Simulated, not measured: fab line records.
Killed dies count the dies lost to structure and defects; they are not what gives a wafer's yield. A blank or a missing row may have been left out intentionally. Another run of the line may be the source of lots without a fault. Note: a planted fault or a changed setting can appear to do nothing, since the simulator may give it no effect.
Matching of chambers    flow nand_harc    4 sister chambers for NHARC_A_SGD_CUT_ETCHBACK_24 on rie_diel-10
The step etches the open film in CH3F/O2, target depth 50 nm, time 92.857 s. 8 wafers are shown with their chamber, then 9 later ones without.

== WAFERS PAIRED WITH THEIR CHAMBERS ==
wafer   chamber  showerhead_plenum_p_Torr (Torr)  drypump_motor_current_A (A)
L081.2  1        2.51                             6.2
L080.5  3        2.51                             5.9
L080.6  0        2.60                             5.3
L084.3  0        2.60                             5.4
L084.6  2        2.31                             6.0
L092.1  3        2.51                             5.9
L092.2  2        2.31                             6.0
L092.5  1        2.50                             6.2

== WAFERS WHOSE CHAMBER IS MISSING ==
wafer   showerhead_plenum_p_Torr (Torr)  drypump_motor_current_A (A)
L093.3  2.51                             5.9
L093.5  2.59                             5.4
L093.6  2.51                             5.9
L095.2  2.31                             6.0
L095.5  2.31                             6.0
L095.6  2.50                             6.2
L096.1  2.31                             5.9
L096.5  2.31                             5.9
L096.6  2.51                             5.9

== WHICH CHAMBER EACH ONE RAN IN ==
wafer   from the rows above  in truth
L093.3  3                    3
L093.5  0                    0
L093.6  3                    3
L095.2  2                    2
L095.5  2                    2
L095.6  1                    1
L096.1  2                    2
L096.5  2                    2
L096.6  3                    3
9 of 9 placed correctly. Number that these rows cannot place: 0. Placed wrongly: 0.
How it was worked out, from the rows above alone: a wafer's distance from a chamber is the root of the sum, over the readings, of the square of ((its reading less the chamber's mean) divided by the reading's scatter). If the next closest chamber is less than 2 further off than the closest, the wafer can't be placed; otherwise it belongs to the closest. A chamber's mean is the mean of its shown wafers. The scatter: take each reading less its chamber's mean, square it, sum over the shown wafers, divide by the number of wafers less the number of chambers, and take the root.
